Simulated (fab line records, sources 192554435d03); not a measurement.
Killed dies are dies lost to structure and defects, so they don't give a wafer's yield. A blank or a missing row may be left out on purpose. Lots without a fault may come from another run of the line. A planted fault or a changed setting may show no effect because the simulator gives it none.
Split-lot experiment | flow n5_finfet | 7 lots, 21 wafers read, on a route of 1938 steps

THE SPLIT
At N5_BEOL_M4_ETCH_70 (etches SOC in N2/H2, target depth 80 nm, overetch 24 nm, time 130 s), the setting source_w was moved away from the recipe's 840 W on 4 of the 21 wafers read, by -14.1% to +13.2%. The other wafers ran this setting at the recipe's value.

The reading is taken at the split's own step.

THE READING
rf_vpp_V, in V, at N5_BEOL_M4_ETCH_70 (etches SOC in N2/H2, target depth 80 nm, overetch 24 nm, time 130 s). Fault-free wafers of this fab line usually give 523.5 V, standard deviation 2.5 V.

wafer  | tool, chamber at the split | source_w as run, W | against the recipe | rf_vpp_V, V | against lot-mates on the recipe
L074.3 | rie_diel-02, 1             | 840                | recipe             | 523.2       | -
L074.5 | rie_diel-02, 2             | 840                | recipe             | 525.9       | -
L074.6 | rie_diel-02, 1             | 840                | recipe             | 523.8       | -
L075.3 | rie_diel-04, 3             | 840                | recipe             | 525.4       | -
L075.4 | rie_diel-04, 0             | 840                | recipe             | 526.8       | -
L075.5 | rie_diel-04, 1             | 840                | recipe             | 522.8       | -
L078.1 | rie_diel-02, 3             | 840                | recipe             | 525.1       | -
L078.2 | rie_diel-02, 0             | 950.8              | +13.2%             | 499.5       | -25.6
L078.4 | rie_diel-02, 3             | 950.8              | +13.2%             | 504.0       | -21.1
L077.2 | rie_diel-03, 1             | 840                | recipe             | 523.1       | -
L077.3 | rie_diel-03, 3             | 840                | recipe             | 521.0       | -
L077.5 | rie_diel-03, 2             | 840                | recipe             | 525.4       | -
L088.1 | rie_diel-02, 1             | 840                | recipe             | 524.1       | -
L088.2 | rie_diel-02, 3             | 840                | recipe             | 524.6       | -
L088.3 | rie_diel-02, 0             | 840                | recipe             | 520.6       | -
L090.2 | rie_diel-03, 2             | 840                | recipe             | 524.4       | -
L090.3 | rie_diel-03, 0             | 840                | recipe             | 520.5       | -
L090.4 | rie_diel-03, 0             | 840                | recipe             | 520.0       | -
L094.3 | rie_diel-03, 0             | 721.8              | -14.1%             | 547.9       | +23.0
L094.5 | rie_diel-03, 3             | 721.8              | -14.1%             | 547.6       | +22.7
L094.6 | rie_diel-03, 2             | 840                | recipe             | 524.9       | -

THE FIT
A straight line over all 21 wafers: rf_vpp_V changes by -1.69 V for each +1% of source_w; r = -0.98; the points scatter about the line by 2 V.
The same after taking each lot's own level away (the mean of its wafers on the recipe; 21 wafers): -1.69 V for each +1%; r = -0.99; scatter 1.7 V.
On that fit, the largest move of source_w shifts the reading by 24 V.
The lots' own levels span 521.63 to 525.10 V, that is 1.4 times the standard deviation above.
So the lot-to-lot level changes the slope little: the two slopes agree.
Check: with one of the wafers moved furthest among these (-14.1%) left out of the fit, the line predicts +23.9 V for it against its lot-mates. It came out at +23 V against them.
Tool readings at the split's step, against how far the setting was moved: rf_vpp_V r = -0.98.

THE FILE'S OWN FIT
rf_vpp_V changes by -1.69 V for each +1% of source_w, r = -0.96.
